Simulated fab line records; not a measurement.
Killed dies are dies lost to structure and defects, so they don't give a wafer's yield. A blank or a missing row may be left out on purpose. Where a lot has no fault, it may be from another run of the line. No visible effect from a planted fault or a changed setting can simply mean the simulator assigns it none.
Chamber matching :: flow n5-finfet :: 4 sister chambers for N5_BEOL_M4_ALD_98 on ald-sin-04
The step deposits SiO2, target thk 2.5 nm, pulse time 1 s, co reactant pulse time 1 s. 8 wafers are shown with their chamber, then 10 later ones without.

## WAFERS WITH THEIR CHAMBER
wafer: L083.6
chamber: 3
heater-power-w (W): 84
precursor-pulse-height-rel: 1.027

wafer: L084.5
chamber: 2
heater-power-w (W): 78
precursor-pulse-height-rel: 1.023

wafer: L084.6
chamber: 0
heater-power-w (W): 63
precursor-pulse-height-rel: 1.000

wafer: L090.1
chamber: 1
heater-power-w (W): 82
precursor-pulse-height-rel: 1.004

wafer: L090.2
chamber: 3
heater-power-w (W): 87
precursor-pulse-height-rel: 0.999

wafer: L090.3
chamber: 0
heater-power-w (W): 62
precursor-pulse-height-rel: 0.996

wafer: L091.2
chamber: 1
heater-power-w (W): 81
precursor-pulse-height-rel: 1.012

wafer: L091.4
chamber: 2
heater-power-w (W): 79
precursor-pulse-height-rel: 0.991

## WAFERS WITH NO CHAMBER GIVEN
wafer: L091.5
heater-power-w (W): 89
precursor-pulse-height-rel: 0.992

wafer: L092.1
heater-power-w (W): 81
precursor-pulse-height-rel: 0.999

wafer: L092.4
heater-power-w (W): 88
precursor-pulse-height-rel: 0.985

wafer: L092.6
heater-power-w (W): 63
precursor-pulse-height-rel: 0.999

wafer: L093.1
heater-power-w (W): 84
precursor-pulse-height-rel: 0.966

wafer: L093.3
heater-power-w (W): 80
precursor-pulse-height-rel: 1.015

wafer: L093.5
heater-power-w (W): 84
precursor-pulse-height-rel: 0.996

wafer: L097.2
heater-power-w (W): 79
precursor-pulse-height-rel: 1.027

wafer: L097.3
heater-power-w (W): 62
precursor-pulse-height-rel: 0.952

wafer: L097.6
heater-power-w (W): 63
precursor-pulse-height-rel: 1.012

## WHICH CHAMBER EACH ONE RAN IN
wafer: L091.5
from the rows above: 3
in truth: 3

wafer: L092.1
from the rows above: can't be placed: 1 or 2
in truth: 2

wafer: L092.4
from the rows above: 3
in truth: 3

wafer: L092.6
from the rows above: 0
in truth: 0

wafer: L093.1
from the rows above: can't be placed: 3 or 1 or 2
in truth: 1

wafer: L093.3
from the rows above: can't be placed: 1 or 2
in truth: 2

wafer: L093.5
from the rows above: can't be placed: 3 or 1
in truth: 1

wafer: L097.2
from the rows above: can't be placed: 2 or 1
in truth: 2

wafer: L097.3
from the rows above: 0
in truth: 0

wafer: L097.6
from the rows above: 0
in truth: 0
5 of 10 placed correctly. Can't be placed from these rows: 5 (the true chamber is among the candidates in 5). Number placed wrongly: 0.
How it was worked out, from the rows above alone: a wafer's distance from a chamber is the root of the sum, over the readings, of the square of ((its reading less the chamber's mean) divided by the reading's scatter). If the next closest chamber is less than 2 further off than the closest, the wafer can't be placed; otherwise it belongs to the closest. For every chamber, the mean is computed from those of its wafers that are shown. The scatter is the square root of a quotient: the sum, over the shown wafers, of each reading's squared deviation from its chamber's mean, divided by wafers minus chambers.
